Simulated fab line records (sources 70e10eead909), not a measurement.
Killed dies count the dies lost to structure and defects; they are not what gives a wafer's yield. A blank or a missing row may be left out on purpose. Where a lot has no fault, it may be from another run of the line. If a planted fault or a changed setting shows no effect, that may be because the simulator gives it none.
Chamber matching / flow nand-harc / NHARC_A_SGD_CUT_CMP_21 on cmp-01: 4 sister chambers
The step polishes, target thk 148.19 nm. 4 wafers are shown with their chamber, then 10 later ones without.

== EACH WAFER AND ITS CHAMBER ==
wafer=L085.5; chamber=1; motor-current-A (A)=10.5
wafer=L087.3; chamber=3; motor-current-A (A)=10.8
wafer=L088.4; chamber=2; motor-current-A (A)=9.9
wafer=L088.5; chamber=0; motor-current-A (A)=11.8

== WAFERS WITHOUT THEIR CHAMBER ==
wafer=L088.6; motor-current-A (A)=11.8
wafer=L091.1; motor-current-A (A)=11.2
wafer=L091.2; motor-current-A (A)=10.3
wafer=L091.5; motor-current-A (A)=11.4
wafer=L093.1; motor-current-A (A)=11.4
wafer=L093.2; motor-current-A (A)=10.1
wafer=L093.6; motor-current-A (A)=12.4
wafer=L097.1; motor-current-A (A)=9.8
wafer=L097.3; motor-current-A (A)=11.4
wafer=L097.5; motor-current-A (A)=10.0

== CHAMBER TAKEN BY EACH ==
wafer=L088.6; from the rows above=0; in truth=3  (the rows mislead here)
wafer=L091.1; from the rows above=can't be placed: 3 or 0 or 1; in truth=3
wafer=L091.2; from the rows above=can't be placed: 1 or 2 or 3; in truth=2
wafer=L091.5; from the rows above=can't be placed: 0 or 3 or 1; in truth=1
wafer=L093.1; from the rows above=can't be placed: 0 or 3 or 1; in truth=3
wafer=L093.2; from the rows above=can't be placed: 2 or 1 or 3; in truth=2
wafer=L093.6; from the rows above=0; in truth=0
wafer=L097.1; from the rows above=can't be placed: 2 or 1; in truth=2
wafer=L097.3; from the rows above=can't be placed: 0 or 3 or 1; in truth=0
wafer=L097.5; from the rows above=can't be placed: 2 or 1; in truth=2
1 of 10 placed correctly. From these rows, 8 cannot be placed; in 8 the true chamber is one of the candidates. Wrongly placed: 1.
How it was worked out, from the rows above alone: a wafer's distance from a chamber is the root of the sum, over the readings, of the square of ((its reading less the chamber's mean) divided by the reading's scatter). If the next closest chamber is less than 2 further off than the closest, the wafer can't be placed; otherwise it belongs to the closest. For every chamber, the mean is computed from those of its wafers that are shown. The scatter: root of mean squared gap, hidden wafer to nearest shown wafer, with one shown wafer a chamber.
